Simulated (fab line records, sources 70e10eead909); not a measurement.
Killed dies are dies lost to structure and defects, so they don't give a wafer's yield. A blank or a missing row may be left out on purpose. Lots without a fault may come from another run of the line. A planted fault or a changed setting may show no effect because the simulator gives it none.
Which tool did it? | flow nand_harc | 13 lots, 39 wafers sampled, at 3 steps of a route of 1159

WHAT THE GAUGES READ, wafer by wafer
NHARC_P_ZERO_WELL_CD_MEAS_37: target cd 720 nm.
lot  | measured    | on        | cd_nm (nm)
L126 | day 1 16:08 | cd_sem-01 | 721.4 721.4 723.4
L127 | day 1 22:08 | cd_sem-02 | 721.1 720.0 721.7
L128 | day 2 04:14 | cd_sem-02 | 717.8 719.7 717.6
L130 | day 2 16:01 | cd_sem-01 | 718.8 718.7 718.4
L131 | day 2 22:00 | cd_sem-01 | 720.6 718.8 719.9
L133 | day 3 10:07 | cd_sem-03 | 718.9 719.9 719.0
L134 | day 3 16:05 | cd_sem-02 | - - -
L135 | day 3 22:35 | cd_sem-02 | 719.8 719.6 721.8
L144 | day 6 04:07 | cd_sem-01 | 719.3 719.0 718.1
L146 | day 6 16:11 | cd_sem-02 | 719.5 719.4 719.5
L147 | day 6 22:19 | cd_sem-01 | 718.0 718.7 718.5
L148 | day 7 04:16 | cd_sem-02 | 721.2 721.7 721.1
L149 | day 7 10:15 | cd_sem-03 | 723.1 722.1 722.6

NHARC_P_STI_CD_MEAS_16.
lot  | measured    | on        | cd_nm (nm)
L126 | day 2 16:42 | cd_sem-01 | 198.3 199.6 198.4
L127 | day 2 16:35 | cd_sem-03 | 201.1 199.5 200.2
L128 | day 3 01:50 | cd_sem-01 | 199.1 198.7 197.1
L130 | day 3 13:12 | cd_sem-01 | 195.4 199.1 200.1
L131 | day 3 18:51 | cd_sem-01 | 202.0 201.9 197.9
L133 | day 4 08:15 | cd_sem-02 | 204.2 200.7 202.5
L135 | day 4 22:44 | cd_sem-01 | 201.3 200.8 203.0
L144 | day 6 20:47 | cd_sem-01 | 200.6 201.3 203.4
L146 | day 7 12:59 | cd_sem-01 | 200.1 198.1 202.9
L147 | day 7 19:27 | cd_sem-01 | 199.8 199.2 198.5
L148 | day 7 23:51 | cd_sem-03 | 197.6 196.7 199.5
L149 | day 8 05:55 | cd_sem-02 | 200.2 201.0 198.0

WHICH TOOL RAN EACH LOT (tool, then ch and the chambers of the sampled wafers, then the start)
lot  | NHARC_P_ZERO_WELL_EXPOSE_34
L126 | krf_scanner-01 ch 0, day 1 15:58
L127 | krf_scanner-04 ch 0, day 1 21:58
L128 | krf_scanner-03 ch 0, day 2 04:05
L130 | krf_scanner-03 ch 0, day 2 15:52
L131 | krf_scanner-03 ch 0, day 2 21:51
L133 | krf_scanner-04 ch 0, day 3 09:57
L134 | krf_scanner-04 ch 0, day 3 15:55
L135 | krf_scanner-01 ch 0, day 3 22:26
L144 | krf_scanner-04 ch 0, day 6 03:58
L146 | krf_scanner-01 ch 0, day 6 16:02
L147 | krf_scanner-03 ch 0, day 6 22:09
L148 | krf_scanner-01 ch 0, day 7 04:07
L149 | krf_scanner-03 ch 0, day 7 10:05
- NHARC_P_ZERO_WELL_EXPOSE_34: exposes mask P PWELL, target cd 720 nm.

WHAT THE TOOLS THEMSELVES READ (means of the sampled wafers that have a number; where no wafer has one, the mark that the record gives instead)
NHARC_P_ZERO_WELL_EXPOSE_34.
lot  | tool           | focus_offset_nm (nm) | stage_vel_mm_s (mm/s)
L126 | krf_scanner-01 | -0.4                 | 499.99
L127 | krf_scanner-04 | 0.3                  | 500.26
L128 | krf_scanner-03 | 0.2                  | 500.18
L130 | krf_scanner-03 | 0.7                  | 500.09
L131 | krf_scanner-03 | -0.2                 | 500.43
L133 | krf_scanner-04 | 0.1                  | 499.88
L134 | krf_scanner-04 | -0.0                 | 499.80
L135 | krf_scanner-01 | 0.3                  | 500.22
L144 | krf_scanner-04 | -0.6                 | 500.28
L146 | krf_scanner-01 | -0.4                 | 500.39
L147 | krf_scanner-03 | -0.1                 | 499.72
L148 | krf_scanner-01 | -1.0                 | 499.67
L149 | krf_scanner-03 | 0.1                  | 500.06

THE ANSWER, worked out from the rows above alone
Rule: what is usual is taken from the lots themselves. Put in order of their means at a reading, lots are off if they are a third of the lots or fewer, leave a main group of 4 or more, and stand apart from it by a gap of 3 or more times the standard deviation of the main group's means; of several such gaps the widest counts. A main group whose means are all the same, to the digits that the tables above print for the reading, isn't used. A lot without any number at a reading at which 4 lots or more have one is off too. The other lots that the step has rows for count as sound. The gauges are gone through in route order, then the tools' own readings, and for those a lot's mean is taken as printed above. The first step at which some lot is off is used, and at that step the reading that is off furthest; a lot without a number counts as furthest.
Off: L134, at NHARC_P_ZERO_WELL_CD_MEAS_37 (cd_nm). Without a number there: L134. The main group: mean 720.0 nm, standard deviation 1.4.
A tool fits if, at a process step before that reading, it ran every lot that is off, and no sound lot after the first of them. The gauges at NHARC_P_ZERO_WELL_CD_MEAS_37 are tried like those tools. None of those tried fits.

WHAT THE SIMULATOR HAD PUT IN
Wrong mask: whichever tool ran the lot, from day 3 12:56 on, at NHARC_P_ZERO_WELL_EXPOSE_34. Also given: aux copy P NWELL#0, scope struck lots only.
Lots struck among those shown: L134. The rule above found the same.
